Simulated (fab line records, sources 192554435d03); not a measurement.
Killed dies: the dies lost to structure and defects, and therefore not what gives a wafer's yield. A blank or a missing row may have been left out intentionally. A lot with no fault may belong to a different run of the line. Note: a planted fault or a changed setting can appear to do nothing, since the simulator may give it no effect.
fab line records ; flow n5-finfet
[record] lots = 4; wafers = 12; last-day = 16
route steps=1938 shown DUMMY_GATE@255 SPACER0@258 SD_EPI_N@262 BEOL_M4@1111 PASSIVATION@1936
lots untouched by any fault: they come from a run of this same line in which no faults occurred
start-h: start of the lot's first displayed wafer, in hours after the record's first day ; wait-h: time in hours since the lot's previous step ; " the same as in the row above ; L1.1+2: several wafers, shown together as one row ; - no value present, or no start provided ; * or withheld: withheld ; < > ~ a bound
route shown NAME@n: a module of which the file shows steps, and the number in the route of the first ; usual: mean/standard deviation of fault-free wafers ; same: alike in all rows ; chamber/n: place in a boat ; sites: readings site by site ; _std_site: the values' standard deviation ; _edge_site: mean of outer sites minus mean of inner sites ; radius-mm: how far each site lies from the wafer's centre ; mask NAME#n: copy n ; behind: the last tool/chamber to shape the wafer ; hold: why the lot was held/for how many hours/how that ended ; device: whichever transistor did not switch (one of n, p or np) ; end of line: the tests these same wafers got at the end of their route ; for a step that has no rows: nothing shown but its recipe ; killed: dies that structure and defects cost at the first sort, which is not the same as the wafer's yield ; map: shows each die of a wafer: x if killed, . if not, _ if none is there
set.NAME: setting as actually run; set.NAME@STEP: the setting as run at that earlier step ; model.NAME: the simulator's own value behind a step, which no gauge read
certain route steps with their lots: each step a table, each wafer a row
services: a tool's chamber out of use, with start hour (start-h, from the record's first day; less than 0 if before it), hours out, and reason
[[steps]]
[step N5_DUMMY_GATE_SRD_26]
[recipe] dry = ipa-marangoni; time-s = 30; temp-c = 23; rinse-liquid = diw
[step N5_DUMMY_GATE_UV_OZONE_45]
[recipe] time-s = 120; pressure-torr = 760; temp-c = 25
[step N5_SPACER0_ALD_07]
[recipe] material = SiNx; target-thk-a = 20; temp-c = 400; ald-precursor-family = SiH2I2; ald-co-reactant = N2/H2-plasma; pressure-torr = 2
[step N5_SPACER0_ALD_00]
[recipe] material = SiOCN; target-thk-a = 35; temp-c = 400; ald-precursor-family = alkyl-aminosilane; ald-co-reactant = O2/N2-plasma; pulse-time-s = 3; purge-time-s = 2; co-reactant-purge-time-s = 2; ald-cycles = 58; pressure-torr = 2
[step N5_SPACER0_ALD_08]
[recipe] material = SiNx; target-thk-a = 20; temp-c = 400; ald-precursor-family = SiH2I2; ald-co-reactant = N2/H2-plasma; pressure-torr = 2
[step N5_SD_EPI_N_COAT_32]
[recipe] resist = SOC; temp-c = 250; time-s = 60; spin-rpm = 1500; resist-thk-nm = 350
[step N5_SD_EPI_N_COAT_33]
[recipe] resist = SiARC; temp-c = 220; time-s = 60; spin-rpm = 1500; resist-thk-nm = 35
[step N5_SD_EPI_N_COAT_03]
[recipe] resist = CAR-ArF-block; spin-rpm = 1500; resist-thk-nm = 150
[step N5_SD_EPI_N_EBR_05]
[recipe] solvent = PGMEA; ebr-width-mm = 1.5
[step N5_SD_EPI_N_SOFTBAKE_04]
[recipe] temp-c = 110; time-s = 60; resist = CAR-ArF-block
[step N5_SD_EPI_N_EXPOSE_06]
[recipe] mask-id = SD_N_BLK; na = 1.35; source-shape = conventional; sigma-outer = 0.8; polarization = unpolarized; target-cd-nm = 120; dose-mj = 39.75
[usual] exposure-dose-mJ-cm2 = 39.74/0.038
[same] sigma-outer = 0.8
lot.wafer;tool;chamber;start-h;wait-h;mask;exposure-dose-mJ-cm2
L953.1;arfi-scanner-01;0;78.30;-;SD_N_BLK#0;39.77
L953.2;arfi-scanner-01;0;78.30;-;SD_N_BLK#0;39.78
L953.5;arfi-scanner-01;0;78.30;-;SD_N_BLK#0;39.76
L958.1;arfi-scanner-01;0;111.79;-;SD_N_BLK#0;35.61
L958.3;arfi-scanner-01;0;111.79;-;SD_N_BLK#0;35.61
L958.6;arfi-scanner-01;0;111.79;-;SD_N_BLK#0;35.62
L959.2;arfi-scanner-01;0;117.18;-;SD_N_BLK#0;36.35
L959.4;arfi-scanner-01;0;117.18;-;SD_N_BLK#0;36.45
L959.6;arfi-scanner-01;0;117.18;-;SD_N_BLK#0;36.37
L969.1;arfi-scanner-03;0;175.66;-;SD_N_BLK#0;39.78
L969.2;arfi-scanner-03;0;175.66;-;SD_N_BLK#0;39.75
L969.5;arfi-scanner-03;0;175.66;-;SD_N_BLK#0;39.80
[step N5_SD_EPI_N_PEB_07]
[recipe] peb-temp-c = 110; peb-time-s = 60; resist = CAR-ArF-block
[step N5_SD_EPI_N_DEVELOP_08]
[recipe] develop-time-s = 30; developer = TMAH; resist = CAR-ArF-block; dev-temp-c = 23; rinse-liquid = diw; dry = air-spin
[step N5_SD_EPI_N_CD_MEAS_09]
[recipe] target-cd-nm = 120; landing-energy-ev = 500; detector = se-inlens
[usual] cd-nm = 120.0/0.61
lot.wafer;tool;chamber;start-h;wait-h;cd-nm
L953.1;cd-sem-01;0;78.43;-;120.2
L953.2;cd-sem-01;0;78.43;-;120.5
L953.5;cd-sem-01;0;78.43;-;121.1
L958.1;cd-sem-02;0;111.91;-;113.2
L958.3;cd-sem-02;0;111.91;-;112.5
L958.6;cd-sem-02;0;111.91;-;112.6
L959.2;cd-sem-01;0;117.30;-;114.1
L959.4;cd-sem-01;0;117.30;-;113.5
L959.6;cd-sem-01;0;117.30;-;114.5
L969.1;cd-sem-02;0;175.78;-;120.7
L969.2;cd-sem-02;0;175.78;-;119.8
L969.5;cd-sem-02;0;175.78;-;120.3
[step N5_SD_EPI_N_DESCUM_14]
[recipe] chemistry = O2; time-s = 7.9; source-power-w = 50; bias-power-w = 20; pressure-mtorr = 20; rf-frequency-hz = 2.712e+07; temp-c = 40; resist = CAR-ArF-block; o2-flow-sccm = 225
[usual] drypump-motor-current-A = 5.6/0.43; oes-product-au = 0.81/0.093; rf-vpp-V = 243.4/1.5; showerhead-plenum-p-Torr = 2.10/0.079; throttle-valve-pct = 20.45/0.27
lot.wafer;tool;chamber;start-h;wait-h;drypump-motor-current-A;oes-product-au;rf-hours-counter-h;rf-vpp-V;showerhead-plenum-p-Torr;throttle-valve-pct;model.SD_EPI_N.cd-nm
L953.1;rie-diel-01;2;78.52;0.0;5.3;0.82;81;244.3;2.04;20.25;120.2
L953.2;rie-diel-01;3;78.52;0.0;5.3;0.85;63;242.5;2.04;19.99;120.2
L953.5;rie-diel-01;0;78.52;0.0;6.2;0.72;-;243.6;2.08;20.76;121
L958.1;rie-diel-05;2;112.31;0.3;5.6;0.90;42;243.2;2.03;20.52;113
L958.3;rie-diel-05;0;112.31;0.3;5.5;0.91;17;243.2;2.05;20.09;112.8
L958.6;rie-diel-05;2;112.31;0.3;5.7;0.90;-;243.1;2.03;20.51;113
L959.2;rie-diel-05;2;117.38;0.0;5.6;0.89;44;241.7;2.03;20.54;114
L959.4;rie-diel-05;0;117.38;0.0;5.5;0.90;-;242.4;2.04;20.10;113.6
L959.6;rie-diel-05;3;117.38;0.0;5.0;0.96;-;246.2;2.23;20.19;114.4
L969.1;rie-diel-01;1;175.87;0.0;5.6;0.69;224;243.8;2.07;20.56;120.6
L969.2;rie-diel-01;3;175.87;0.0;5.3;0.80;95;242.4;2.03;20.06;120.2
L969.5;rie-diel-01;2;175.87;0.0;5.3;0.77;-;241.0;2.03;20.30;120.4
[step N5_SD_EPI_N_ETCH_34]
[recipe] chemistry = CF4; target = SiARC; target-depth-a = 455; mask-material = CAR-ArF-block; time-s = 75.8; ion-energy-ev = 80; pressure-mtorr = 40; source-w = 545; bias-w = 36; Ar_flow_sccm = 100; cf4-flow-sccm = 100; ends = cleared
[step N5_SD_EPI_N_ETCH_35]
[recipe] chemistry = N2/H2; target = SOC; overetch-a = 1080; mask-material = SiARC; temp-c = 40; ion-energy-ev = 100; source-w = 3000; bias-w = 133; pressure-mtorr = 20; time-s = 486; n2-flow-sccm = 200; h2-flow-sccm = 200
[step N5_SD_EPI_N_STRIP_36]
[recipe] chemistry = N2/H2; temp-c = 40; n2-flow-sccm = 200; h2-flow-sccm = 200; rf-frequency-hz = 6e+07
[step N5_SD_EPI_N_ETCHBACK_44]
[recipe] chemistry = CH3F/O2; mode = anisotropic-etchback; target = SiNx; target-depth-a = 145; stop-on = SiO2; over-etch-frac = 0.3; ion-energy-ev = 120; pressure-mtorr = 30; source-w = 395; bias-w = 73; Ar_flow_sccm = 150; CH3F_flow_sccm = 30; O2_flow_sccm = 20
[step N5_SD_EPI_N_ETCH_45]
[recipe] chemistry = CH3F/O2; target = SiOCN; target-depth-a = 60; mask-material = SOC; ion-energy-ev = 60; bias-w = 29; pressure-mtorr = 15; source-w = 410; Ar_flow_sccm = 150; CH3F_flow_sccm = 30; O2_flow_sccm = 20
[step N5_SD_EPI_N_ETCH_16]
[recipe] chemistry = CHF3/O2; target = SiO2; target-depth-a = 50; mask-material = SOC; pressure-mtorr = 30; source-w = 650; bias-w = 170; Ar_flow_sccm = 200; CHF3_flow_sccm = 50; O2_flow_sccm = 5; ion-energy-ev = 200
[step N5_SD_EPI_N_STRIP_47]
[recipe] chemistry = CHF3/O2; resist = SiARC; rf-frequency-hz = 6e+07
[step N5_SD_EPI_N_SD_RECESS_17]
[recipe] chemistry = HBr/Cl2/O2; target-depth-a = 410; mask-material = SOC; time-s = 23.7; bt-time-s = 3; pressure-mtorr = 10; icp-w = 800; bias-w = 112; HBr_flow_sccm = 150; Cl2_flow_sccm = 80; O2_flow_sccm = 12
[usual] HBr_flow_sccm = 150.0/0.45; bias-w = 112.0/0.34; drypump-motor-current-A = 5.9/0.45; mfc-cl2-sccm = 79.95/0.23; oes-product-au = 1.008/0.013; throttle-valve-pct = 37.03/0.19
lot.wafer;tool;chamber;start-h;wait-h;HBr_flow_sccm;bias-w;drypump-motor-current-A;mfc-cl2-sccm;oes-product-au;rf-hours-counter-h;throttle-valve-pct;model.SD_EPI_N.cd-nm
L953.1;rie-si-05;3;79.20;0.0;150.4;111.6;6.1;79.81;1.007;1;36.92;120
L953.2;rie-si-05;1;79.20;0.0;150.6;112.4;6.8;79.84;1.034;79;36.77;120.4
L953.5;rie-si-05;3;79.20;0.0;150.2;112.0;6.1;80.00;1.005;-;36.90;120.2
L958.1;rie-si-06;3;113.00;0.0;150.7;111.5;5.3;79.94;0.989;145;36.96;114.4
L958.3;rie-si-06;1;113.00;0.0;149.8;112.6;5.6;79.81;1.007;24;36.97;113.2
L958.6;rie-si-06;3;113.00;0.0;149.9;111.7;5.3;80.21;0.985;-;36.97;114.8
L959.2;rie-si-05;1;118.07;0.0;149.4;112.2;6.8;80.02;1.028;79;36.75;114.2
L959.4;rie-si-05;0;118.07;0.0;149.5;112.3;6.1;79.89;1.001;43;37.10;113
L959.6;rie-si-05;0;118.07;0.0;148.9;112.6;6.0;80.18;1.012;-;37.10;113.6
L969.1;rie-si-06;0;176.56;0.0;149.8;111.6;5.2;79.54;1.003;6;36.84;121
L969.2;rie-si-06;3;176.56;0.0;150.3;112.3;5.3;79.85;0.989;146;36.96;121.2
L969.5;rie-si-06;0;176.56;0.0;149.6;112.9;5.2;80.06;1.009;-;36.88;120.2
[step N5_SD_EPI_N_STRIP_38]
[recipe] chemistry = N2/H2; power-w = 1000; temp-c = 250; h2-frac = 0.65; overash-fraction = 0.3; pressure-mtorr = withheld; n2-flow-sccm = 1750; h2-flow-sccm = 3250
[step N5_BEOL_M4_RC_MEAS_101]
[usual] DIBL_N = 35.7/1.3; DIBL_P = 35.4/1.8; IOFF_N = 0.152/0.027; IOFF_P = 0.20/0.034; ION_N = 672/9.8; ION_P = 461/7.5; SS_N = 71.4/0.55; SS_P = 73.1/0.61; VT_N = 251/3.3; VT_P = -251/3.6
lot.wafer;tool;chamber;start-h;wait-h;DIBL_N[mV/V];DIBL_P[mV/V];IOFF_N[nA/um];IOFF_P[nA/um];ION_N[uA/um];ION_P[uA/um];SS_N[mV/dec];SS_P[mV/dec];VT_N[mV];VT_P[mV]
L953.1;prober-02;0;194.14;0.0;36.9;37.4;0.191;0.26;683;474;71.7;73.5;246;-244
L953.2;prober-02;0;194.14;0.0;35.7;35.7;0.175;0.24;688;468;71.8;73.3;245;-246
L953.5;prober-02;0;194.14;0.0;35.2;35.9;0.163;0.23;683;473;71.4;73.9;249;-245
L958.1;prober-02;0;227.18;0.0;34.9;35.1;0.131;0.21;669;466;71.2;72.8;254;-249
L958.3;prober-02;0;227.18;0.0;35.9;35.8;0.152;0.23;679;469;71.6;73.3;249;-249
L958.6;prober-02;0;227.18;0.0;35.6;36.1;0.142;0.23;666;471;71.6;73.7;252;-247
L959.2;prober-02;0;237.08;0.2;37.4;34.8;0.190;0.21;674;461;71.8;72.5;244;-247
L959.4;prober-02;0;237.08;0.2;36.1;35.3;0.169;0.23;680;469;70.6;73.0;244;-246
L959.6;prober-02;0;237.08;0.2;38.1;37.5;0.214;0.26;677;469;72.4;73.6;244;-244
L969.1;prober-02;0;285.90;0.0;34.2;33.3;0.111;0.15;661;458;70.7;72.3;254;-257
L969.2;prober-02;0;285.90;0.0;37.3;37.7;0.176;0.22;694;473;71.7;73.1;249;-250
L969.5;prober-02;0;285.90;0.0;34.7;34.4;0.131;0.17;674;463;70.3;72.6;251;-252
[step N5_PASSIVATION_PROBE_49]
[usual] defect-limited-yield = 91.5/1.3; killed_at_M0_to_M3 = 33/11; killed_at_M4_up = 14/5.3; killed-at-contacts = 11/6.3; killed-at-front-end = 38/10; killed-at-other = 3.7/2.8; killed-dies = 101/16; killed-open = 67/12; killed-short = 32/7.4; sort_bin_5_function = 5.0/0.86; sort_bin_6_memory = 3.2/0.69; sort-n-pass = 1079/16; sort-yield-pct = 91.5/1.3
[same] gross-dies = 1180; killed-at-back-side = 0; sort_bin_4_leakage[%] = 0; sort_bin_8_speed[%] = 0
lot.wafer;tool;chamber;start-h;wait-h;defect-limited-yield[%];killed_at_M0_to_M3;killed_at_M4_up;killed-at-contacts;killed-at-front-end;killed-at-other;killed-dies;killed-open;killed-short;sort_bin_5_function[%];sort_bin_6_memory[%];sort-n-pass;sort-yield-pct[%]
L958.3;prober-02;-;333.20;0.1;91.6;33;15;7;43;1;99;63;35;4.4;3.9;1081;91.6
// killed by level:class
L958.3 FIN_SAQP:geometric-particle:short=13 STI_FIN_REVEAL:geometric-particle:open=11 BEOL_M2:geometric-particle:open=11 BEOL_M3:geometric-particle:open=10 BEOL_M0_SAQP:geometric-particle:short=7 MOL_CONTACT_COAG:geometric-particle:open=6 BEOL_M6:geometric-particle:open=4 FIN_SAQP:geometric-particle:open=3
[[services]]
tool;chamber;start-h;hours;kind
rie-diel-05;0;54.38;-;clean
rie-diel-05;0;54.38;-;consumable-replace:focus-ring
rie-diel-05;0;54.38;18.2;scheduled-down
rie-diel-05;0;54.38;18.2;vent-cycle
arfi-scanner-01;-;54.69;16.0;pm
arfi-scanner-03;-;58.82;0.4;repair
rie-si-05;0;71.47;7.9;repair
arfi-scanner-03;-;71.91;1.0;pm
arfi-scanner-03;-;74.02;0.3;repair
arfi-scanner-01;0;75.97;-;calibration
rie-diel-05;3;77.97;4.6;repair
rie-diel-05;3;82.67;-;clean
rie-si-06;2;125.49;1.3;repair
rie-si-05;3;127.44;17.1;repair
rie-si-05;0;127.68;1.2;repair
arfi-scanner-01;-;129.68;4.9;pm
arfi-scanner-03;-;139.65;0.8;pm
arfi-scanner-01;-;149.42;0.5;repair
arfi-scanner-01;-;154.57;1.3;pm
arfi-scanner-03;-;163.99;0.4;repair
arfi-scanner-01;-;165.04;1.0;pm
arfi-scanner-03;-;172.37;1.0;pm
arfi-scanner-01;-;173.69;0.8;pm
arfi-scanner-03;-;173.97;1.3;pm
[[key]]
[first-sign] step = N5_SD_EPI_N_EXPOSE_06; reading = exposure-dose-mJ-cm2; direction = down; sigmas = 98; usual = 39.74; struck = 36.00
[effect] step = N5_SD_EPI_N_CD_MEAS_09; reading = cd-nm; direction = down; sigmas = 11; usual = 120.0; struck = 113.4; through = control-loop
[model-effect] step = N5_SD_EPI_N_DESCUM_14; value = SD_EPI_N.cd-nm; without = 120.1; struck = 113.5
[model-effect] step = N5_SD_EPI_N_SD_RECESS_17; value = SD_EPI_N.cd-nm; without = 120.6; struck = 113.9
met-at N5_SD_EPI_N_EXPOSE_06
struck-wafers L958.1,L958.3,L958.6,L959.2,L959.4,L959.6
rows-end L959.2,L959.4,L959.6
[loop-trim] step = N5_SD_EPI_N_EXPOSE_06; setting = dose; lots = L959
onset-between 78.30 111.79
[fault] kind = process-parameter-drift; tool = arfi-scanner-01; chamber = -; onset-h = 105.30; steps = N5_SD_EPI_N_EXPOSE_06; channel = dose-mj; offset = -4.1609; shape = step; acts-in = these-recipes-only; stated = 39.75
// rows-end: these wafers met a further fault down the route, and their rows from its step on are left out
// loop-trim: a control loop set the setting to another value than it would have without faults
